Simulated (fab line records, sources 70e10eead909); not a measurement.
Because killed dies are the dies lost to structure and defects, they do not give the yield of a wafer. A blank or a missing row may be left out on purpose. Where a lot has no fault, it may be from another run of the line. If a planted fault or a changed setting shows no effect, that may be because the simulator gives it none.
Chamber matching    flow nand_harc    NHARC_A_BLC_DESCUM_15 on rie_diel-05: 4 sister chambers
The step chemistry O2, time 3 s. 27 wafers are shown with their chamber, then 12 later ones without.

== WAFERS PAIRED WITH THEIR CHAMBERS ==
wafer   chamber  drypump_motor_current_A (A)  oes_product_au (a.u.)  rf_vpp_V (V)
L077.1  1        5.9                          1.016                  59.1
L077.3  2        6.2                          1.024                  57.8
L077.5  3        6.4                          1.001                  56.7
L079.1  0        5.8                          1.011                  57.7
L079.2  3        6.3                          1.015                  59.1
L079.3  2        6.2                          1.016                  55.8
L080.1  1        6.0                          1.004                  56.6
L080.5  0        5.8                          0.991                  58.2
L080.6  3        6.3                          0.999                  57.0
L081.4  0        5.8                          0.994                  57.7
L081.5  0        5.8                          0.985                  57.5
L081.6  1        5.9                          1.012                  57.6
L082.3  3        6.4                          1.007                  57.2
L082.4  0        5.8                          1.002                  57.9
L082.6  3        6.4                          1.007                  58.6
L085.1  2        6.2                          1.017                  56.4
L085.3  1        5.9                          1.003                  58.1
L085.5  2        6.2                          1.025                  57.1
L086.1  3        6.4                          1.004                  58.2
L086.3  1        5.9                          1.019                  57.9
L086.5  0        5.8                          0.997                  57.1
L087.2  0        5.8                          0.999                  58.1
L087.3  3        6.4                          1.004                  59.4
L087.5  3        6.4                          1.004                  58.1
L089.3  2        6.2                          1.008                  56.3
L089.4  0        5.8                          1.001                  57.3
L089.5  2        6.1                          1.004                  56.1

SIGNATURES, as means of the wafers listed above
reading                  chamber 0  chamber 1  chamber 2  chamber 3  scatter within a chamber
drypump_motor_current_A  5.800      5.920      6.183      6.375      0.0369
oes_product_au           0.99750    1.01080    1.01567    1.00513    0.00706
rf_vpp_V                 57.688     57.860     56.583     58.038     0.776
Rule: a wafer lies at a distance from a chamber equal to the root of the sum of squares, over the readings, of (its reading less the chamber's mean, divided by the reading's scatter). If the next closest chamber is less than 2 further off than the closest, the wafer can't be placed; otherwise it belongs to the closest. The scatter: take each reading less its chamber's mean, square it, sum over the shown wafers, divide by the number of wafers less the number of chambers, and take the root.

== WAFERS WHOSE CHAMBER IS MISSING ==
wafer   drypump_motor_current_A (A)  oes_product_au (a.u.)  rf_vpp_V (V)
L084.2  6.0                          0.996                  56.3
L084.3  6.2                          1.019                  57.6
L084.4  5.8                          0.994                  57.7
L088.1  5.8                          1.002                  57.3
L088.3  5.9                          1.009                  58.1
L088.6  5.8                          0.999                  57.5
L097.2  6.2                          1.006                  58.0
L097.3  5.8                          1.007                  57.9
L097.6  6.3                          1.004                  58.9
L095.2  6.4                          1.015                  58.9
L095.3  6.2                          1.024                  58.0
L095.4  5.9                          1.016                  57.9

== THE CHAMBER EACH PASSED THROUGH ==
wafer   from the rows above      in truth
L084.2  1                        1
L084.3  2                        2
L084.4  0                        0
L088.1  0                        0
L088.3  1                        1
L088.6  0                        0
L097.2  2                        2
L097.3  can't be placed: 0 or 1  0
L097.6  3                        3
L095.2  3                        3
L095.3  2                        2
L095.4  1                        1
Correctly placed: 11 of 12. Unplaceable from these rows: 1, with the true chamber sitting among the candidates in 1. 0 placed wrongly.
